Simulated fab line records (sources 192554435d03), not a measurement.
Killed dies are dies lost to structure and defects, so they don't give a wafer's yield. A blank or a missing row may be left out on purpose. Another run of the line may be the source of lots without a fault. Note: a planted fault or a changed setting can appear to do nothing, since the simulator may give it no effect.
Comparing a struck lot with a sound one :: flow n5Finfet :: 15 out of 1938 route steps
Sound: wafers L948.3, L948.4, L948.6. Wafers struck: L952.1, L952.2, L952.4. The cause comes at the end.
Each step with rows lists, per side, the tool, then ch with its chambers, then its first start. Under that, the readings that differ: sound wafers :: struck wafers :: difference of the means :: sigmas: that difference in standard deviations of wafers without a fault.
alike: a reading whose means differ by less than 2 such deviations, as well as words and numbers matching on both sides. not compared: withheld readings; readings where some wafer has no value; bounds like >300 that might hide an equal value; numbers whose values overlap and for which the record gives no deviation.
A row with sigmas, a row that says differs or no value, or rows on one side alone: a step with any of these is where the two part. Numbers that have no deviation but don't overlap get no sigmas and don't part them. A reading missing from all wafers of one side parts the sides only when that side holds two or more wafers.

first, 3 steps without rows for these wafers: N5_BEOL_M14_ETCH_67 (etches SiARC in CF4, target depth 143 nm, time 238.3 s); N5_BEOL_M14_ETCH_68 (etches SOC in N2/H2, time 450 s); N5_BEOL_M14_STRIP_69 (strips in N2/H2).
N5_BEOL_M14_TRENCH_ETCH_34: etches SiO2 in C4F8/O2/Ar, target depth 556.65 nm, time 126.9 s.
  sound on rieDiel-05 ch 0,3, day 15 08:46; struck on rieDiel-04 ch 0,1,3, day 16 01:35
reading: oes_o_777_au (a.u.)
sound: 0.70 0.70 0.69
struck: 0.86 0.91 0.90
difference: +0.19
sigmas: +2

reading: oesProductAu (a.u.)
sound: 0.69 0.70 0.69
struck: 0.87 0.90 0.90
difference: +0.20
sigmas: +2
  alike: drypumpMotorCurrentA, rfVppV, showerheadPlenumPTorr, throttleValvePct
  not compared: rfHoursCounterH
then, 1 step without rows for these wafers: N5_BEOL_M14_STRIP_70 (strips in C4F8/O2/Ar).
N5_BEOL_M14_OCD_MEAS_35:
  struck on ocd-02, day 16 01:44; sound on ocd-02, day 15 08:55
  alike: trenchDepthNm
N5_BEOL_M14_STRIP_37: strips in O2.
  sound on rieDiel-05 ch 0,1, day 15 11:14; struck on rieDiel-04 ch 0,1,3, day 16 10:53
  alike: drypumpMotorCurrentA, oesProductAu, rfVppV, showerheadPlenumPTorr, throttleValvePct
  not compared: rfHoursCounterH
N5_BEOL_M14_ETCH_38: etches SiCN in CF4/N2, target depth 106.5 nm, time 120.6 s.
  sound: rieDiel-05 ch 0,1; struck: rieDiel-04 ch 0,1,3
  alike: drypumpMotorCurrentA, oesProductAu, rfVppV, showerheadPlenumPTorr, throttleValvePct
  not compared: rfHoursCounterH
then, 2 steps without rows for these wafers: N5_BEOL_M14_PRECLEAN_39 (cleans in residue remover, time 60 s); N5_BEOL_M14_SRD_40 (time 30 s, dry time 30 s).
N5_BEOL_M14_DEGAS_41: time 60 s.
  struck on pvdSputter-03, day 16 11:25; sound on pvdSputter-03, day 15 11:50
  alike: heaterPowerW, susceptorTempC
then, 1 step without rows for these wafers: N5_BEOL_M14_PRE_CLEAN_42 (time 30 s).
N5_BEOL_M14_SPUTTER_43: material TaN, target thk 15 nm, time 24.19 s.
  struck on pvdSputter-03, day 16 11:30; sound on pvdSputter-03, day 15 11:55
reading: cathodeDcPowerW (W)
sound: 15001 14999 15000
struck: 15870 15874 15875
difference: +873
sigmas: +99 or more

reading: model.TaN_of_BEOL_M14_SPUTTER_43.thkNm (nm)
sound: 15 15 15.2
struck: 16 16 16
difference: +1
sigmas: 
  alike: susceptorTempC, throttleValvePct
N5_BEOL_M14_SPUTTER_44: material Ta, target thk 15 nm, time 24.19 s.
  struck on pvdSputter-03, day 16 11:35; sound on pvdSputter-03, day 15 11:59
  alike: cathodeDcPowerW, susceptorTempC, throttleValvePct
N5_PASSIVATION_PROBE_49:
  struck on prober-01, day 17 13:59; sound on prober-02, day 16 16:26
  alike: defectLimitedYield, killed_at_M0_to_M3, killed_at_M4_up, killedAtContacts, killedAtFrontEnd, killedAtOther, killedDies, killedOpen, killedShort, sort_bin_5_function, sort_bin_6_memory, sortNPass, sortYieldPct

WHERE THEY PART
Earliest at N5_BEOL_M14_TRENCH_ETCH_34; latest, in this record, at N5_BEOL_M14_SPUTTER_43. Later steps at which nothing parts them and some readings are alike: N5_BEOL_M14_SPUTTER_44, N5_PASSIVATION_PROBE_49.

WHY: the cause the simulator had injected
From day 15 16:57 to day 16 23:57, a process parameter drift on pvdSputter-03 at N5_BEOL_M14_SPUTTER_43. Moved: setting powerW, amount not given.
